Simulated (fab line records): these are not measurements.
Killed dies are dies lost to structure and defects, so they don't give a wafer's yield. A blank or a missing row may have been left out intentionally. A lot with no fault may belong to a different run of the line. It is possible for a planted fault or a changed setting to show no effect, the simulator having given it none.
fab line records | flow nandHarc | part 2 of 2: steps 5 to 6 of 6
record lots=24 wafers=72 lastDay=33
route steps=1302 shown P_M1@303 P_M2@336 P_BONDPAD@374 A_ZERO_WELL@403
lots with no fault: from the same line, run without faults
startH: start of the lot's first displayed wafer, in hours after the record's first day | waitH: time in hours since the lot's previous step | " unchanged from the row above | L1.1+2: a row that stands for several wafers | - no value present, or no start provided | * or withheld: withheld | < > ~ a bound
route shown NAME@n: a module of which the file shows steps, and the number in the route of the first | usual: the fault-free wafers' mean and standard deviation | same: alike in all rows | chamber/n: place in a boat | sites: readings site by site | _std_site: the standard deviation of these | _edge_site: outer sites' mean less inner sites' | radiusMm: for every site, how far away it sits from the centre of the wafer | mask NAME#n: copy n | behind: tool/chamber where the wafer was last shaped | hold: why the lot was held/for how many hours/how that ended | device: which transistor (n, p or np) failed to switch | end of line: at the end of the route, the tests of the same wafers | a step without rows: its recipe alone | killed: dies that structure and defects cost at the first sort, which is not the same as the wafer's yield | map: dies across one wafer; x = killed, . = not, _ = none there
set.NAME: the setting that was run; set.NAME@STEP: the one run at that earlier step | model.NAME: the simulator's own value behind a step, which no gauge read
route steps across a sampled set of lots; one table per step, one row per wafer
services: from which hour (startH, from the record's first day; less than 0 if before it) a tool's chamber was out of use, for how many hours, and why
## steps
# step NHARC_P_BONDPAD_ACTIVATE_29
# recipe timeS=60 n2FlowSccm=200 arFlowSccm=0 biasPowerW=0 chemistry=N2
# usual drypumpMotorCurrentA=5.9/0.4 oesProductAu=0.997/0.0085 rfVppV=64.0/0.9 showerheadPlenumPTorr=1.76/0.072
# columns lot.wafer tool chamber startH waitH drypumpMotorCurrentA oesProductAu rfHoursCounterH rfVppV showerheadPlenumPTorr
L074.4 rieDiel-03 2 136.67 0.1 6.3 1.002 2.0 64.3 1.77
L074.1 " 0 " " 5.3 0.995 1.8 62.5 1.72
L074.5 " 3 " " 5.7 0.984 - 63.8 1.65
L075.1 rieDiel-03 3 144.72 0.1 5.7 0.996 2.0 62.8 1.65
L075.5 " 3 " " 5.7 0.997 - 63.6 1.65
L075.6 " 0 " " 5.3 1.003 - 63.8 1.72
L076.4 rieDiel-12 0 157.45 0.1 6.2 1.007 2.0 64.0 1.87
L076.3 " 1 " " 6.3 0.999 2.0 64.7 1.90
L076.2 " 2 " " 5.7 0.986 1.9 65.2 1.82
L077.2 rieDiel-03 2 162.67 0.1 6.4 0.995 2.6 62.4 1.77
L077.5 " 2 " " 6.4 0.997 - 63.6 1.77
L077.6 " 3 " " 5.7 0.996 - 63.0 1.65
L078.1 rieDiel-09 0 173.26 0.1 6.4 0.999 1.9 64.1 1.69
L078.3 " 1 " " 6.2 1.007 2.0 63.9 1.82
L078.5 " 3 " " 6.3 1.003 - 62.6 1.71
L079.3 rieDiel-03 1 184.37 0.1 5.8 0.991 3.3 63.5 1.79
L079.5 " 2 " " 6.3 1.001 - 63.7 1.77
L079.6 " 3 " " 5.7 0.992 - 62.9 1.65
L080.4 rieDiel-12 3 200.59 0.1 5.3 1.018 2.1 64.9 1.74
L080.6 " 0 " " 6.2 1.001 - 63.7 1.86
L080.5 " 1 " " 6.3 0.993 - 65.1 1.90
L081.3 rieDiel-03 1 208.22 0.1 5.8 0.995 4.9 64.4 1.79
L081.1 " 2 " " 6.3 0.988 5.0 66.0 1.77
L081.2 " 3 " " 5.7 1.000 4.6 64.9 1.65
L082.3 rieDiel-09 0 215.66 0.1 6.3 0.983 5.6 63.1 1.69
L082.4 " 3 " " 6.3 0.994 5.0 63.3 1.71
L082.5 " 1 " " 6.2 1.004 - 64.4 1.82
L083.1 rieDiel-03 2 230.43 0.1 6.3 0.997 5.8 64.1 1.77
L083.4 " 3 " " 5.7 0.995 5.4 63.7 1.65
L083.6 " 3 " " 5.7 0.997 - 64.3 1.65
L084.3 rieDiel-03 1 238.06 0.1 5.8 0.992 6.1 64.3 1.79
L084.2 " 2 " " 6.3 0.982 5.9 63.4 1.77
L084.6 " 0 " " 5.3 0.999 - 62.1 1.72
L085.3 rieDiel-03 2 248.26 0.1 6.3 0.990 6.6 63.5 1.77
L085.2 " 3 " " 5.7 0.992 6.3 63.5 1.65
L085.4 " 2 " " 6.3 1.001 - 63.2 1.77
L086.4 rieDiel-12 3 251.53 0.1 5.3 1.009 3.7 65.1 1.74
L086.1 " 1 " " 6.3 1.000 5.0 64.5 1.90
L086.6 " 3 " " 5.3 0.997 - 62.4 1.74
L087.4 rieDiel-09 3 264.07 0.1 6.3 0.993 8.8 64.5 1.71
L087.2 " 1 " " 6.2 1.003 7.7 62.8 1.82
L087.5 " 3 " " 6.3 0.996 - 64.2 1.71
L088.3 rieDiel-03 3 290.52 0.1 5.7 0.995 0.0 63.6 1.65
L088.2 " 0 " " 5.3 1.005 0.0 63.3 1.72
L088.5 " 3 " " 5.7 0.997 - 63.1 1.65
L089.3 rieDiel-12 2 291.56 0.1 5.7 0.990 0.5 64.8 1.81
L089.5 " 0 " " 6.2 0.999 - 64.1 1.86
L089.4 " 2 " " 5.7 0.988 - 64.6 1.81
L090.3 rieDiel-09 1 300.21 0.1 6.2 0.992 9.9 62.7 1.82
L090.1 " 3 " " 6.3 0.995 10.8 64.9 1.71
L090.6 " 0 " " 6.3 0.992 - 64.2 1.69
L091.3 rieDiel-12 3 302.91 0.1 5.3 0.990 0.8 63.8 1.74
L091.4 " 1 " " 6.3 0.988 0.2 64.6 1.89
L091.1 " 2 " " 5.7 0.975 0.8 63.7 1.81
L092.1 rieDiel-03 3 317.74 0.1 5.7 0.982 1.4 63.2 1.65
L092.2 " 0 " " 5.3 0.997 1.3 63.5 1.72
L092.5 " 2 " " 6.3 0.990 - 64.0 1.76
L093.3 rieDiel-12 3 333.21 0.1 5.3 1.005 1.6 64.0 1.74
L093.5 " 1 " " 6.3 1.004 - 64.6 1.89
L093.6 " 2 " " 5.7 0.982 - 65.0 1.81
L094.1 rieDiel-12 3 334.38 0.1 5.3 1.013 1.6 62.8 1.74
L094.4 " 2 " " 5.7 0.981 - 62.6 1.81
L094.5 " 3 " " 5.3 1.004 - 64.7 1.74
L095.2 rieDiel-03 3 350.91 0.1 5.7 0.996 3.2 63.9 1.65
L095.6 " 0 " " 5.4 1.003 - 64.7 1.72
L095.5 " 2 " " 6.3 0.978 - 64.2 1.76
L096.1 rieDiel-12 2 355.11 0.1 5.7 0.992 2.5 64.5 1.81
L096.6 " 2 " " 5.7 0.988 - 63.8 1.81
L096.5 " 3 " " 5.3 1.009 - 63.7 1.74
L097.1 rieDiel-12 2 362.38 0.1 5.7 0.993 2.6 63.2 1.81
L097.4 " 3 " " 5.3 1.006 2.7 64.6 1.74
L097.5 " 1 " " 6.3 1.009 - 65.5 1.89
# step NHARC_A_ZERO_WELL_DESCUM_12
# recipe timeS=3 o2FlowSccm=200 arFlowSccm=0 biasPowerW=0 chemistry=O2
# usual drypumpMotorCurrentA=5.9/0.44 o2FlowSccm=200.0/0.55 oesProductAu=0.998/0.0097 rfVppV=57.7/0.81 showerheadPlenumPTorr=1.91/0.085 throttleValvePct=11.312/0.0086
# columns lot.wafer tool chamber startH waitH drypumpMotorCurrentA o2FlowSccm oesProductAu rfHoursCounterH rfVppV showerheadPlenumPTorr throttleValvePct
L074.1 rieDiel-01 3 138.14 - 6.3 199.4 0.997 15 57.2 1.84 11.323
L074.4 " 0 " " 6.1 200.6 0.997 14 57.5 1.83 11.302
L074.5 " 2 " " 4.9 200.6 0.989 - 57.5 1.95 11.316
L075.1 rieDiel-07 3 146.02 - 5.9 200.2 0.993 1 57.9 1.92 11.320
L075.6 " 1 " " 6.3 199.9 0.994 - 56.8 1.90 11.306
L075.5 " 2 " " 6.1 200.7 1.019 - 57.8 2.06 11.307
L076.3 rieDiel-07 1 158.86 - 6.3 199.3 0.990 1 57.8 1.90 11.311
L076.4 " 3 " " 5.9 200.4 0.989 1 58.0 1.92 11.316
L076.2 " 0 " " 5.7 200.1 0.994 1 57.7 1.85 11.316
L077.2 rieDiel-07 1 164.07 - 6.3 200.4 0.992 1 57.7 1.90 11.304
L077.5 " 1 " " 6.3 200.7 0.986 - 56.1 1.90 11.326
L077.6 " 2 " " 6.1 199.7 1.009 - 58.6 2.06 11.310
L078.3 rieDiel-07 0 174.52 - 5.7 199.6 0.987 1 57.1 1.85 11.319
L078.1 " 3 " " 5.9 200.5 0.996 1 58.2 1.92 11.314
L078.5 " 1 " " 6.3 199.7 0.997 - 58.7 1.90 11.305
L079.3 rieDiel-07 2 185.75 - 6.1 200.5 1.013 1 57.1 2.06 11.315
L079.5 " 1 " " 6.3 199.0 0.990 - 56.7 1.90 11.324
L079.6 " 2 " " 6.1 199.8 1.009 - 57.6 2.06 11.313
L080.4 rieDiel-07 3 201.99 - 5.9 200.3 0.999 2 59.2 1.92 11.308
L080.6 " 0 " " 5.7 199.3 1.004 - 56.5 1.85 11.301
L080.5 " 1 " " 6.3 200.6 0.990 - 57.2 1.90 11.321
L081.2 rieDiel-07 0 209.63 - 5.7 201.0 0.999 2 57.6 1.84 11.320
L081.3 " 1 " " 6.3 199.4 0.980 2 56.9 1.90 11.305
L081.1 " 2 " " 6.1 199.5 1.006 2 59.2 2.06 11.308
L082.3 rieDiel-01 2 217.08 - 5.0 199.8 1.012 0 59.0 1.94 11.301
L082.4 " 3 " " 6.3 200.6 1.008 0 56.2 1.84 11.325
L082.5 " 0 " " 6.0 200.4 1.007 - 58.2 1.82 11.320
L083.1 rieDiel-01 1 231.86 - 5.0 199.8 1.007 3 58.2 1.77 11.323
L083.4 " 2 " " 5.0 200.2 1.013 3 58.2 1.94 11.317
L083.6 " 0 " " 6.0 199.9 0.991 - 57.7 1.82 11.314
L084.3 rieDiel-01 1 239.44 - 5.0 199.3 1.011 3 56.5 1.77 11.309
L084.2 " 2 " " 4.9 199.0 1.008 6 56.2 1.94 11.314
L084.6 " 1 " " 4.9 199.5 1.003 - 58.2 1.77 11.299
L085.2 rieDiel-07 2 249.55 - 6.1 200.2 1.012 4 57.5 2.05 11.315
L085.3 " 1 " " 6.3 199.4 0.997 4 58.3 1.90 11.328
L085.4 " 1 " " 6.3 200.3 0.991 - 57.6 1.90 11.312
L086.1 rieDiel-07 0 252.92 - 5.7 200.6 0.991 3 56.8 1.85 11.310
L086.4 " 0 " " 5.8 200.7 1.001 - 58.3 1.85 11.296
L086.6 " 1 " " 6.3 199.5 0.997 - 58.0 1.90 11.309
L087.4 rieDiel-01 1 265.35 - 5.0 200.4 1.010 7 56.3 1.77 11.302
L087.2 " 3 " " 6.3 200.0 1.002 11 57.9 1.84 11.307
L087.5 " 0 " " 6.0 200.0 0.993 - 58.8 1.82 11.320
L088.3 rieDiel-07 2 291.93 - 6.1 200.0 1.004 5 58.0 2.05 11.307
L088.2 " 3 " " 5.9 199.9 0.995 5 57.6 1.92 11.324
L088.5 " 2 " " 6.1 199.6 1.011 - 59.2 2.05 11.310
L089.3 rieDiel-07 2 292.96 - 6.1 200.1 1.010 5 58.4 2.05 11.328
L089.4 " 3 " " 5.9 201.0 0.995 5 56.9 1.92 11.308
L089.5 " 2 " " 6.1 200.2 1.017 - 59.1 2.05 11.287
L090.3 rieDiel-01 1 301.51 - 5.0 200.7 0.997 12 57.0 1.77 11.300
L090.1 " 0 " " 6.0 199.6 0.984 13 56.1 1.82 11.317
L090.6 " 2 " " 4.9 200.4 0.995 - 57.7 1.94 11.297
L091.3 rieDiel-07 3 304.19 - 5.9 200.5 0.993 0 57.1 1.92 11.320
L091.4 " 0 " " 5.7 200.3 1.000 0 57.8 1.84 11.313
L091.1 " 2 " " 6.1 199.7 0.994 0 58.8 2.05 11.299
L092.2 rieDiel-07 1 319.11 - 6.2 199.7 0.987 1 58.9 1.90 11.313
L092.1 " 2 " " 6.1 201.0 0.983 1 57.8 2.05 11.318
L092.5 " 1 " " 6.3 199.8 0.983 - 57.5 1.90 11.313
L093.3 rieDiel-07 3 334.51 - 5.9 201.1 1.005 1 58.4 1.92 11.313
L093.6 " 0 " " 5.7 199.7 0.991 - 58.2 1.84 11.321
L093.5 " 1 " " 6.2 200.7 0.992 - 58.5 1.90 11.305
L094.1 rieDiel-07 1 335.87 - 6.3 199.7 0.984 1 57.7 1.90 11.329
L094.4 " 2 " " 6.1 200.6 0.995 1 57.9 2.05 11.319
L094.5 " 0 " " 5.7 199.6 0.996 - 59.5 1.84 11.325
L095.2 rieDiel-07 1 352.33 - 6.2 199.7 0.973 1 57.7 1.90 11.326
L095.6 " 2 " " 6.1 199.3 1.011 - 57.9 2.05 11.312
L095.5 " 3 " " 5.9 199.7 0.992 - 58.2 1.92 11.302
L096.1 rieDiel-07 1 356.53 - 6.2 199.1 0.993 2 59.2 1.90 11.310
L096.6 " 2 " " 6.1 200.1 0.995 - 58.6 2.05 11.307
L096.5 " 3 " " 5.9 200.3 1.000 - 58.6 1.92 11.311
L097.1 rieDiel-01 1 363.72 - 4.9 200.4 0.993 22 57.2 1.76 11.320
L097.4 " 0 " " 6.0 200.1 1.001 21 57.1 1.82 11.316
L097.5 " 2 " " 5.0 200.4 1.006 - 58.0 1.93 11.304
## services
# columns tool chamber startH hours kind
rieDiel-03 - 104.30 9.0 pm
rieDiel-07 - 117.20 9.0 pm
rieDiel-08 2 129.59 10.0 repair
rieDiel-06 - 130.20 9.0 pm
rieDiel-06 0 152.61 1.8 repair
rieDiel-02 2 176.32 5.1 repair
rieDiel-08 - 190.80 9.0 pm
rieDiel-02 - 216.79 9.0 pm
rieDiel-08 - 235.63 0.2 repair
rieDiel-02 - 245.40 0.6 repair
rieDiel-07 0 247.72 2.6 repair
rieDiel-03 1 248.17 4.0 repair
rieDiel-07 3 251.59 6.0 repair
rieDiel-03 - 262.69 0.6 repair
rieDiel-08 - 267.18 4.9 repair
rieDiel-03 - 281.30 9.0 pm
rieDiel-08 1 282.07 4.5 repair
rieDiel-07 - 294.20 9.0 pm
rieDiel-08 2 317.57 15.8 repair
rieDiel-08 3 318.71 36.2 repair
rieDiel-07 3 320.30 3.4 repair
rieDiel-03 1 340.11 12.2 repair
rieDiel-03 2 351.00 1.5 repair
rieDiel-08 0 351.33 5.7 repair
